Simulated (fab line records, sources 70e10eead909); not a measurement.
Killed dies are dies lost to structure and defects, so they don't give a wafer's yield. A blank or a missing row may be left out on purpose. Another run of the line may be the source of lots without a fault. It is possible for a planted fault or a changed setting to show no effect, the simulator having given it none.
Comparing a struck lot with a sound one / flow nand harc / 15 out of 1302 route steps
Sound: these wafers, L270.1, L270.2, L270.4. Struck: wafer L282.6 (L282.2, L282.5, from the same lot, were not struck and are left out); the cause is given at the end.
At each step with rows: each side's tool, then ch and its chambers, then its first start. Under that, the readings that differ: sound wafers / struck wafers / difference of the means / sigmas: that difference in standard deviations of wafers without a fault.
alike: a reading whose means differ by less than 2 such deviations, as well as words and numbers matching on both sides. not compared: withheld readings; readings where some wafer has no value; bounds like >300 that might hide an equal value; numbers whose values overlap and for which the record gives no deviation.
Wherever a step has rows on one side only, a row that says differs or no value, or a row with sigmas, the two part there. Non-overlapping numbers with no deviation appear without sigmas and do not part them. A reading that every wafer of one side lacks parts them only if that side has two wafers or more.

NHARC_A_CHANNEL_HOLE_D2_XSEM_32:
  sound on xsem-01 ch 0, day 17 14:04; struck on xsem-02 ch 0, day 22 07:32
  alike: bot cd nm, bow nm, tilt deg
NHARC_A_CHANNEL_HOLE_D2_INSPECT_40:
  struck on defect inspect-02, day 22 07:38; sound on defect inspect-01, day 17 14:10
  alike: raw defect count
then, 2 steps without rows for these wafers: NHARC_A_CHANNEL_FILL_D2_PRECLEAN_00 (cleans in SC1); NHARC_A_CHANNEL_FILL_D2_SRD_01.
NHARC_A_CHANNEL_FILL_D2_ALD_02: deposits SiO2, target thk 6 nm, pulse time 10 s, ald cycles 60.
  sound on ald hk-01 ch 0,2,3, day 17 14:26; struck on ald hk-01 ch 1, day 22 08:02
  alike: heater power w, precursor pulse height rel
then, 2 steps without rows for these wafers: NHARC_A_CHANNEL_FILL_D2_ALD_03 (deposits SiNx, target thk 6 nm, pulse time 60 s, ald cycles 58); NHARC_A_CHANNEL_FILL_D2_ALD_14 (deposits SiO2, target thk 2.5 nm, pulse time 10 s, ald cycles 25).
NHARC_A_CHANNEL_FILL_D2_ALD_15: deposits SiNx, target thk 2 nm, pulse time 60 s, ald cycles 19.
  sound: ald sin batch-03 ch 0; struck: ald sin batch-03 ch 0
  alike: precursor pulse height rel
then, 3 steps without rows for these wafers: NHARC_A_CHANNEL_FILL_D2_ALD_16 (deposits SiO2, target thk 1.5 nm, pulse time 10 s, ald cycles 15); NHARC_A_CHANNEL_FILL_D2_ANNEAL_17 (time 1800 s); NHARC_A_CHANNEL_FILL_D2_CVD_18 (deposits poly-Si, target thk 3 nm).
NHARC_A_CHANNEL_FILL_D2_ETCHBACK_19: etches the open film in HBr/Cl2, target depth 5 nm, time 1.7 s.
  sound on rie si-06 ch 0,1,2, day 18 15:08; struck on rie si-06 ch 3, day 23 09:37
  alike: drypump motor current A, oes product au, throttle valve pct
  not compared: rf hours counter h
NHARC_A_CHANNEL_FILL_D2_ETCHBACK_20: etches the open film in C4F8/O2/Ar, target depth 27 nm, time 13.5 s.
  sound on rie diel-03 ch 0,2,3, day 18 15:16; struck on rie diel-03 ch 3, day 23 09:44
reading=run length s (s); sound=33.9 34.7 34.1; struck=29.0; difference=-5.2; sigmas=-13
  alike: oes product au, rf vpp V
  not compared: rf hours counter h
NHARC_A_CHANNEL_FILL_D2_STRIP_28: strips in O2, time 20 s.
  sound on rie diel-03 ch 0,2,3, day 18 15:22; struck on rie diel-03 ch 0, day 23 09:50
reading=oes product au (a.u.); sound=1.004 1.010 0.998; struck=0.989; difference=-0.015; sigmas=-2
reading=throttle valve pct (%); sound=17.036 17.038 17.042; struck=17.008; difference=-0.031; sigmas=-3
  alike: drypump motor current A, rf vpp V, showerhead plenum p Torr
  not compared: rf hours counter h
-- jump in the record: it breaks off in module A_CHANNEL_FILL_D2 and resumes in module END (first step shown: number 1302 of the route), and 10 days separate the struck wafers' starts before and after --
NHARC_END_SORT_01:
  the record has rows for the struck wafers here (prober-02 ch 0, day 33 15:47) and none for the sound ones

## WHERE THEY PART
Last at NHARC_END_SORT_01 as far as this record goes, first at NHARC_A_CHANNEL_FILL_D2_ETCHBACK_20.

WHY: what the simulator had put in
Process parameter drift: rie diel-03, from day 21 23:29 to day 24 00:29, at NHARC_A_CHANNEL_FILL_D2_ETCHBACK_20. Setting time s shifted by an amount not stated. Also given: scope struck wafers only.
